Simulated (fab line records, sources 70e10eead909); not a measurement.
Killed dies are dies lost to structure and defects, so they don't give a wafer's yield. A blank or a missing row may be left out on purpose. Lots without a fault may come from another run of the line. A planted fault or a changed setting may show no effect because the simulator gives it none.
fab line records | flow nand_harc | part 2 of 2: steps 30 to 41 of 41
record lots=5 wafers=15 last_day=22
route steps=1159 shown P_CONTACT@244 P_M0@253 P_M1@285
lots that met no fault: from a run of the same line without faults
start_h: hours from the record's first day to the start of the lot's first wafer shown | wait_h: hours since the lot's step before | " the same as in the row above | L1.1+2: a row that stands for several wafers | - no value, or no start given | * or withheld: withheld | < > ~ a bound
route shown NAME@n: a module of which the file shows steps, and the number in the route of the first | usual: mean/standard deviation of fault-free wafers | same: alike in all rows | chamber/n: place in a boat | sites: the reading at each site | _std_site: their standard deviation | _edge_site: outer sites' mean less inner sites' | radius_mm: how far each site lies from the wafer's centre | mask NAME#n: copy n | behind: the tool/chamber that last shaped the wafer | hold: why the lot was held/for how many hours/how that ended | device: the transistor (n, p or np) that didn't switch | end of line: the same wafers' tests at the end of the route | a step without rows: its recipe alone | killed: dies lost to structure and defects at the first sort, not the wafer's yield | map: a wafer's dies, x killed, . not, _ none there
set.NAME: the setting as run; set.NAME@STEP: as run at that earlier step | model.NAME: the simulator's own value behind a step, which no gauge read
lots at some steps of the route; a table a step, a row a wafer
services: from which hour (start_h, from the record's first day; less than 0 if before it) a tool's chamber was out of use, for how many hours, and why
## steps
# step NHARC_P_M0_PVD_20
# recipe target_thk_a=50 bias_v=168.6 power_w=15000 chamber_pressure_pa=0.12 time_s=8.06 substrate_temp_c=50 material=TaN
# usual substrate_temp_c=50.02/0.11 throttle_valve_pct=30.2/0.82
# columns lot.wafer tool chamber start_h wait_h substrate_temp_c throttle_valve_pct
L074.3 pvd_sputter-01 - - - 49.89 30.2
L074.2 " - " " 49.91 30.7
L074.6 " - " " 50.04 30.2
L077.1 pvd_sputter-02 - - - 50.01 30.4
L077.3 " - " " 49.93 30.4
L077.6 " - " " 49.99 30.9
L079.4 pvd_sputter-01 - - - 50.05 30.0
L079.1 " - " " 49.91 29.6
L079.5 " - " " 50.18 30.9
L080.3 pvd_sputter-02 - - - 50.09 30.5
L080.4 " - " " 50.02 29.5
L080.1 " - " " 49.94 30.3
L086.2 pvd_sputter-03 - - - 49.86 29.6
L086.3 " - " " 50.22 31.3
L086.5 " - " " 50.30 30.0
# step NHARC_P_M0_PVD_21
# recipe target_thk_a=300 chamber_pressure_pa=5 power_w=5000 substrate_temp_c=30 time_s=20.49 material=Cu
# usual substrate_temp_c=29.99/0.1 throttle_valve_pct=30.2/0.82
# columns lot.wafer tool chamber start_h wait_h substrate_temp_c throttle_valve_pct
L074.2 pvd_sputter-01 - - - 30.06 29.7
L074.3 " - " " 29.98 30.3
L074.6 " - " " 30.02 29.5
L077.1 pvd_sputter-02 - - - 29.96 29.6
L077.3 " - " " 30.04 30.6
L077.6 " - " " 29.96 30.6
L079.4 pvd_sputter-01 - - - 29.99 28.5
L079.1 " - " " 30.03 30.2
L079.5 " - " " 30.06 28.7
L080.3 pvd_sputter-02 - - - 29.93 30.4
L080.1 " - " " 29.98 29.2
L080.4 " - " " 29.98 30.8
L086.2 pvd_sputter-03 - - - 29.81 31.1
L086.3 " - " " 29.89 29.7
L086.5 " - " " 30.10 31.5
# step NHARC_P_M0_ECD_22
# recipe target_thk_a=4000 bath_temp_c=25 material=Cu
# columns lot.wafer tool chamber start_h wait_h
L074.2+3+6 ecd_cu-01 1,0,0 115.27 -
L077.1+3+6 ecd_cu-02 0,1,1 132.77 -
L079.1+4+5 ecd_cu-02 1,0,0 146.32 -
L080.1+4+3 ecd_cu-01 1,1,0 146.53 -
L086.2+3+5 ecd_cu-02 0,1,1 201.82 -
# step NHARC_P_M0_ANNEAL_30
# recipe temp_c=225 time_s=90
# usual wafer_temp_C_max=225.83/0.26
# columns lot.wafer tool chamber start_h wait_h wafer_temp_C_max
L074.2 rtp_anneal-01 0 115.97 - 225.62
L074.3 " 0 " " 225.70
L074.6 " 0 " " 225.46
L077.1 rtp_anneal-01 0 133.15 0.3 226.15
L077.3 " 0 " " 225.93
L077.6 " 0 " " 226.07
L079.1 rtp_anneal-01 0 146.70 - 225.72
L079.4 " 0 " " 225.81
L079.5 " 0 " " 225.92
L080.1 rtp_anneal-02 0 146.91 0.3 225.70
L080.3 " 0 " " 225.53
L080.4 " 0 " " 225.44
L086.2 rtp_anneal-01 0 202.25 - 225.82
L086.3 " 0 " " 226.00
L086.5 " 0 " " 225.69
# step NHARC_P_M0_CMP_23
# recipe t_overpolish_s=20 target_thk_nm=117.53
# usual motor_current_A=12.5/1.5 pad_life_wafers=282/130 time_to_endpoint_s=28.9/2.5
# columns lot.wafer tool chamber start_h wait_h motor_current_A pad_life_wafers time_to_endpoint_s
L074.3 cmp-03 0 116.27 - 16.1 276 25.7
L074.2 " 2 " " 13.8 278 31.0
L074.6 " 0 " " 15.5 - 30.6
L077.3 cmp-03 2 133.50 - 14.0 366 26.3
L077.1 " 3 " " 11.7 367 27.2
L077.6 " 2 " " 14.6 - 27.8
L079.1 cmp-03 1 147.07 - 13.0 451 31.2
L079.4 " 3 " " 11.0 453 29.1
L079.5 " 0 " " 14.6 - 27.8
L080.1 cmp-02 2 147.25 - 13.8 102 29.3
L080.3 " 0 " " 10.1 104 27.0
L080.4 " 1 " " 12.5 105 30.4
L086.3 cmp-03 0 202.57 - 14.6 217 31.7
L086.2 " 1 " " 13.0 218 35.3
L086.5 " 3 " " 11.4 - 31.2
# step NHARC_P_M0_THK_MEAS_24
# recipe thk_meas_gauge=xrf
# usual thk_nm=117.4/1.4
# columns lot.wafer tool chamber start_h wait_h thk_nm
L074.2 film_metro-01 - 116.58 - 119.2
L074.3 " - " " 116.9
L074.6 " - " " 118.5
L077.1 film_metro-01 - 133.81 - 115.9
L077.3 " - " " 116.3
L077.6 " - " " 119.7
L079.1 film_metro-01 - 147.36 - 118.3
L079.4 " - " " 116.0
L079.5 " - " " 117.5
L080.1 film_metro-01 - 147.56 - 119.2
L080.3 " - " " 118.7
L080.4 " - " " 118.8
L086.2 film_metro-01 - 202.86 - 119.1
L086.3 " - " " 117.6
L086.5 " - " " 117.6
# step NHARC_P_M0_SRD_25
# columns lot.wafer tool chamber start_h wait_h
L074.6+2+3 wet_bench-10 3,4,6 116.62 0.0
L077.3+6+1 wet_bench-10 2,3,5 133.87 0.1
L079.1+4+5 wet_bench-08 6,0,1 147.41 0.0
L080.1+4+3 wet_bench-10 6,7,3 147.60 0.0
L086.2+5+3 wet_bench-08 6,1,2 202.90 0.0
# step NHARC_P_M0_INSPECT_27
# usual raw_defect_count=328/120
# columns lot.wafer tool chamber start_h wait_h raw_defect_count
L074.2 defect_inspect-02 - 116.74 0.0 190
L074.3 " - " " 370
L074.6 " - " " 326
L077.1 defect_inspect-02 - 133.98 0.0 398
L077.3 " - " " 339
L077.6 " - " " 383
L079.1 defect_inspect-02 - 147.51 0.0 288
L079.4 " - " " 515
L079.5 " - " " 208
L080.1 defect_inspect-02 - 147.72 0.0 286
L080.3 " - " " 305
L080.4 " - " " 589
L086.2 defect_inspect-02 - 203.01 0.0 202
L086.3 " - " " 267
L086.5 " - " " 282
# step NHARC_P_M0_PRE_CLEAN_31
# recipe time_s=12 temp_c=370 rf_power_w=300 gas=NH3
# usual heater_power_w=642/58
# columns lot.wafer tool chamber start_h wait_h heater_power_w
L074.2 pecvd-02 1 116.80 0.1 680
L074.3 " 0 " " 659
L074.6 " 2 " " 669
L077.1 pecvd-02 0 134.05 0.1 634
L077.3 " 1 " " 628
L077.6 " 2 " " 654
L079.1 pecvd-03 2 147.59 0.1 613
L079.4 " 2 " " 599
L079.5 " 0 " " 686
L080.3 pecvd-04 0 147.78 0.1 617
L080.1 " 1 " " 706
L080.4 " 2 " " 516
L086.2 pecvd-02 0 203.08 0.1 729
L086.3 " 1 " " 623
L086.5 " 0 " " 728
# step NHARC_P_M0_DEP_32
# recipe target_thk_a=300 temp_c=370 target_thk_nm=30 pressure_torr=3 flow_sccm=200 rf_w=450 material=SiCN
# usual heater_power_w=593/54
# columns lot.wafer tool chamber start_h wait_h heater_power_w
L074.2 pecvd-02 1 116.88 0.1 574
L074.3 " 0 " " 596
L074.6 " 2 " " 616
L077.1 pecvd-02 0 134.13 0.1 644
L077.3 " 1 " " 634
L077.6 " 2 " " 617
L079.1 pecvd-03 2 147.70 0.1 604
L079.4 " 2 " " 618
L079.5 " 0 " " 570
L080.3 pecvd-04 0 147.86 0.1 640
L080.1 " 1 " " 613
L080.4 " 2 " " 547
L086.2 pecvd-02 0 203.16 0.1 668
L086.3 " 1 " " 570
L086.5 " 0 " " 689
# step NHARC_P_M1_DEP_00
# recipe target_thk_a=1825 target_thk_nm=182.5 temp_c=withheld pressure_torr=5 flow_sccm=200 rf_w=600 material=SiOC
# columns lot.wafer tool chamber start_h wait_h
L074.3+2+6 pecvd-04 0,1,1 117.34 -
L077.3+1+6 pecvd-03 1,2,0 134.54 -
L079.1+4+5 pecvd-02 2,1,0 148.24 -
L080.3+1+4 pecvd-02 1,2,2 148.46 -
L086.2+3+5 pecvd-02 2,0,0 - -
# step NHARC_P_M1_DEHYDRATE_01
# recipe temp_c=150 time_s=120
# columns lot.wafer tool chamber start_h wait_h
L074.2+3+6 litho_track-01 0 117.71 -
L077.1+3+6 litho_track-06 0 134.94 -
L079.1+4+5 litho_track-04 0 148.60 -
L080.1+3+4 litho_track-06 0 148.87 -
L086.2+3+5 litho_track-06 0 203.96 -
## services
# columns tool chamber start_h hours kind
rie_diel-01 1 88.22 12.6 repair
rie_diel-04 1 90.36 13.1 repair
litho_track-01 - 93.00 7.0 pm
rie_diel-13 2 94.25 5.8 repair
rie_diel-13 - 99.00 9.0 pm
pvd_sputter-03 - 106.96 10.0 pm
cmp-03 - 109.93 0.5 repair
pecvd-03 - 111.00 13.0 pm
rie_diel-04 - 111.90 9.0 pm
cmp-03 - 114.73 1.0 repair
cmp-03 - 116.85 0.2 repair
litho_track-06 - 117.00 7.0 pm
cmp-03 - 118.13 2.9 repair
cmp-03 - 130.44 1.3 repair
litho_track-04 - 141.00 7.0 pm
rie_diel-13 2 149.21 30.6 repair
pecvd-02 - 153.27 13.0 pm
cmp-03 - 156.00 4.0 pm
pvd_sputter-01 - 160.94 10.0 pm
pecvd-03 - 161.67 3.3 repair
cmp-03 - 166.17 2.2 repair
cmp-03 - 185.71 1.2 repair
pecvd-02 - 190.50 2.5 repair
rie_diel-13 0 202.61 3.4 repair
